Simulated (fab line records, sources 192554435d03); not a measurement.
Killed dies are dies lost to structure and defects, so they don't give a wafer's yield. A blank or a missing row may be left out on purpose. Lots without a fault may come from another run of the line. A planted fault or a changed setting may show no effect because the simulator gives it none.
Split-lot experiment | flow n5_finfet | 7 lots, 21 wafers read, on a route of 1938 steps

THE SPLIT
At N5_PMOS_HMC_CHANNEL_EPI_PEB_07 (peb time 60 s), the setting peb_temp_c was moved away from the recipe's 110 C on 4 of the 21 wafers read, by -3.2% to +2.3%. The other wafers ran this setting at the recipe's value.

FROM THE SPLIT TO THE READING: what the file shows between them, 1 step
- N5_PMOS_HMC_CHANNEL_EPI_DEVELOP_08: develop time 30 s (also split here: develop_time_s)

THE READING
cd_nm, in nm, at N5_PMOS_HMC_CHANNEL_EPI_CD_MEAS_09 (target cd 237.4 nm). Fault-free wafers of this fab line usually give 237.0 nm, standard deviation 1.1 nm.

wafer  | tool, chamber at the split | peb_temp_c as run, C | against the recipe | cd_nm, nm | against lot-mates on the recipe
L077.2 | litho_track-04, 0          | 110                  | recipe             | 237.6     | -
L077.3 | litho_track-04, 0          | 110                  | recipe             | 239.5     | -
L077.5 | litho_track-04, 0          | 110                  | recipe             | 238.1     | -
L078.2 | litho_track-04, 0          | 106.8                | -2.9%              | 226.3     | -11.0
L078.3 | litho_track-04, 0          | 110                  | recipe             | 236.9     | -
L078.5 | litho_track-04, 0          | 110                  | recipe             | 237.7     | -
L079.3 | litho_track-04, 0          | 110                  | recipe             | 240.1     | -
L079.4 | litho_track-04, 0          | 110                  | recipe             | 239.8     | -
L079.6 | litho_track-04, 0          | 110                  | recipe             | 238.5     | -
L080.2 | litho_track-03, 0          | 110                  | recipe             | 237.3     | -
L080.3 | litho_track-03, 0          | 112.5                | +2.3%              | 243.9     | +7.2
L080.4 | litho_track-03, 0          | 110                  | recipe             | 236.1     | -
L086.1 | litho_track-02, 0          | 110                  | recipe             | 236.4     | -
L086.2 | litho_track-02, 0          | 110                  | recipe             | 237.0     | -
L086.3 | litho_track-02, 0          | 112.2                | +2.0%              | 243.1     | +6.4
L090.3 | litho_track-03, 0          | 106.5                | -3.2%              | 226.0     | -11.4
L090.5 | litho_track-03, 0          | 110                  | recipe             | 238.0     | -
L090.6 | litho_track-03, 0          | 110                  | recipe             | 236.9     | -
L091.1 | litho_track-02, 0          | 110                  | recipe             | 236.4     | -
L091.4 | litho_track-02, 0          | 110                  | recipe             | 238.0     | -
L091.6 | litho_track-02, 0          | 110                  | recipe             | 235.7     | -

THE FIT
A straight line over all 21 wafers: cd_nm changes by +3.41 nm for each +1% of peb_temp_c; r = +0.95; the points scatter about the line by 1.3 nm.
The same after taking each lot's own level away (the mean of its wafers on the recipe; 21 wafers): +3.51 nm for each +1%; r = +0.99; scatter 0.7 nm.
On that fit, the largest move of peb_temp_c shifts the reading by 11 nm.
The lots' own levels span 236.70 to 239.47 nm, that is 2.5 times the standard deviation above.
So the lot-to-lot level changes the slope little: the two slopes agree.
Check: with one of the wafers moved furthest among these (-3.2%) left out of the fit, the line predicts -11.2 nm for it against its lot-mates. It came out at -11.4 nm against them.

OTHER SPLITS ON THESE WAFERS
These wafers also went through other splits before the reading. Each is held against what the fit with the lots' levels taken away leaves over:
other split on the same wafers                    | wafers away from the commonest value | r with cd_nm (lot level and that fit taken away)
N5_ZERO_LAYER_EXPOSE_08 dose_mj                   | 12                                   | +0.13
N5_PMOS_HMC_CHANNEL_EPI_DEVELOP_08 develop_time_s | 4                                    | +0.42

THE WHOLE CHAIN: every reading that the file lists as answering this split, in the file's order
step                               | what it does                                                           | reading                                                                     | change (the file's fit)              | r (the file's)
N5_PMOS_HMC_CHANNEL_EPI_CD_MEAS_09 | target cd 237.4 nm                                                     | cd_nm                                                                       | +3.52 nm for each +1% of the setting | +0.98
N5_PMOS_HMC_CHANNEL_EPI_DESCUM_14  | chemistry O2, time 7.9 s                                               | PMOS_HMC_CHANNEL_EPI.cd_nm (the simulator's own value, which no gauge read) | +3.57 nm for each +1% of the setting | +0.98
N5_PMOS_HMC_CHANNEL_EPI_ETCH_32    | etches BARC in N2/H2, stops on SiO2, target depth 85.8 nm, time 50.3 s | PMOS_HMC_CHANNEL_EPI.cd_nm (the simulator's own value, which no gauge read) | +3.41 nm for each +1% of the setting | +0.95

THE FILE'S OWN FIT
cd_nm changes by +3.52 nm for each +1% of peb_temp_c, r = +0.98.
